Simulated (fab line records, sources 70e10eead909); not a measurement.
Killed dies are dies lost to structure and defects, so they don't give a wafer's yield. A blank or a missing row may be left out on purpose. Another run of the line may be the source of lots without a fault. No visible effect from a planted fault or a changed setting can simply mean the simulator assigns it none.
What tool caused it?	flow nand harc	12 lots with 36 wafers sampled at 5 steps, on a route of 1159 steps

== WHAT EACH GAUGE READ, for each wafer ==
NHARC_P_GATE_CD_MEAS_33.
lot	measured	on	cd nm (nm)
L075	day 4 18:58	cd sem-01	120.0 123.0 120.5
L077	day 5 05:49	cd sem-01	118.3 124.7 127.2
L079	day 6 01:58	cd sem-02	122.7 116.8 121.0
L081	day 6 12:59	cd sem-03	118.6 115.3 119.4
L083	day 6 18:24	cd sem-02	119.4 119.0 119.7
L085	day 7 10:19	cd sem-02	121.9 121.6 120.1
L087	day 7 21:23	cd sem-02	127.1 120.1 121.3
L090	day 8 15:29	cd sem-02	119.0 117.4 120.5
L091	day 9 00:15	cd sem-02	122.3 125.1 121.7
L093	day 9 15:57	cd sem-03	116.5 122.0 124.7
L095	day 10 01:01	cd sem-02	117.3 120.3 118.5
L097	day 10 15:26	cd sem-01	120.7 123.2 118.6

== TOOL THAT RAN EACH LOT (tool first, then ch and the chambers of the sampled wafers, then the start) ==
lot	NHARC_P_STI_DESCUM_14	NHARC_P_GATE_HM_DEP_102	NHARC_P_GATE_ETCH_104	NHARC_P_GATE_ETCH_114
L075	rie diel-05 ch 1,2,3, day 2 14:02	acl dep-02 ch 0, day 4 16:28	rie diel-03 ch 0,3, day 4 18:04	rie diel-03 ch 0,2,3, day 4 18:58 or earlier
L077	rie diel-11 ch 0,1,3, day 3 05:58	acl dep-01 ch 0, day 5 03:15	rie diel-06 ch 0,2, day 5 05:01	rie diel-06 ch 0,1, day 5 05:49 or earlier
L079	rie diel-05 ch 0,3, day 3 20:35	acl dep-02 ch 0, day 5 22:56	rie diel-03 ch 0,1,2, day 6 00:35	rie diel-03 ch 0,2, day 6 01:58 or earlier
L081	rie diel-05 ch 1,2,3, day 4 05:41	acl dep-02 ch 0, day 6 10:46	rie diel-03 ch 1,2,3, day 6 12:16	rie diel-03 ch 1,2,3, day 6 12:59 or earlier
L083	rie diel-01 ch 1,2,3, day 4 17:47	acl dep-02 ch 0, day 6 16:08	rie diel-08 ch 0,2,3, day 6 17:40	rie diel-08 ch 0,2, day 6 18:24 or earlier
L085	rie diel-11 ch 0,2,3, day 5 02:42	acl dep-03 ch 0, day 7 08:02	rie diel-06 ch 1,3, day 7 09:32	rie diel-06 ch 0,2, day 7 10:19 or earlier
L087	rie diel-05 ch 0,1,3, day 5 16:46	acl dep-01 ch 0, day 7 19:03	rie diel-06 ch 0,2,3, day 7 20:40	rie diel-06 ch 0,2,3, day 7 21:23 or earlier
L090	rie diel-11 ch 0,3, day 6 08:34	acl dep-02 ch 0, day 8 13:15	rie diel-06 ch 1,2,3, day 8 14:47	rie diel-06 ch 2,3, day 8 15:29 or earlier
L091	rie diel-01 ch 1,3, day 6 16:55	acl dep-01 ch 0, day 8 21:48	rie diel-08 ch 0,3, day 8 23:25	rie diel-08 ch 0,1, day 9 00:15 or earlier
L093	rie diel-01 ch 0,1,3, day 7 07:16	acl dep-03 ch 0, day 9 13:23	rie diel-06 ch 1,3, day 9 15:08	rie diel-06 ch 1,3, day 9 15:57 or earlier
L095	rie diel-05 ch 0,2,3, day 7 17:14	acl dep-02 ch 0, day 9 22:17	rie diel-06 ch 2,3, day 10 00:04	rie diel-06 ch 0,1,2, day 10 01:01 or earlier
L097	rie diel-11 ch 0,1, day 8 05:04	acl dep-01 ch 0, day 10 13:17	rie diel-06 ch 0,1,2, day 10 14:43	rie diel-06 ch 0,1,2, day 10 15:26 or earlier
- NHARC_P_STI_DESCUM_14: chemistry O2, time 3 s.
- NHARC_P_GATE_HM_DEP_102: deposits aC, target thk 120 nm.
- NHARC_P_GATE_ETCH_104: etches the open film in CF4/CHF3, target depth 60 nm.
- NHARC_P_GATE_ETCH_114: etches the open film in CF4/O2, target depth 30 nm, overetch 3 nm, time 16.5 s.

== THE ANSWER, worked out from the rows above alone ==
Rule: usual is defined by the lots themselves. The widest of any qualifying gaps counts: lots, ordered by their means at a reading, are off when they make up no more than a third of the lots, leave a main group of 4 or more, and stand apart from it by 3 or more times the standard deviation of that group's means. Not used: any main group whose means are identical at the precision the tables above print for the reading. A lot without any number at a reading at which 4 lots or more have one is off too. All remaining lots with rows at the step are treated as sound.
No lot is off at any reading shown: from this, nothing can be told.

== WHAT HAD BEEN PUT IN BY THE SIMULATOR ==
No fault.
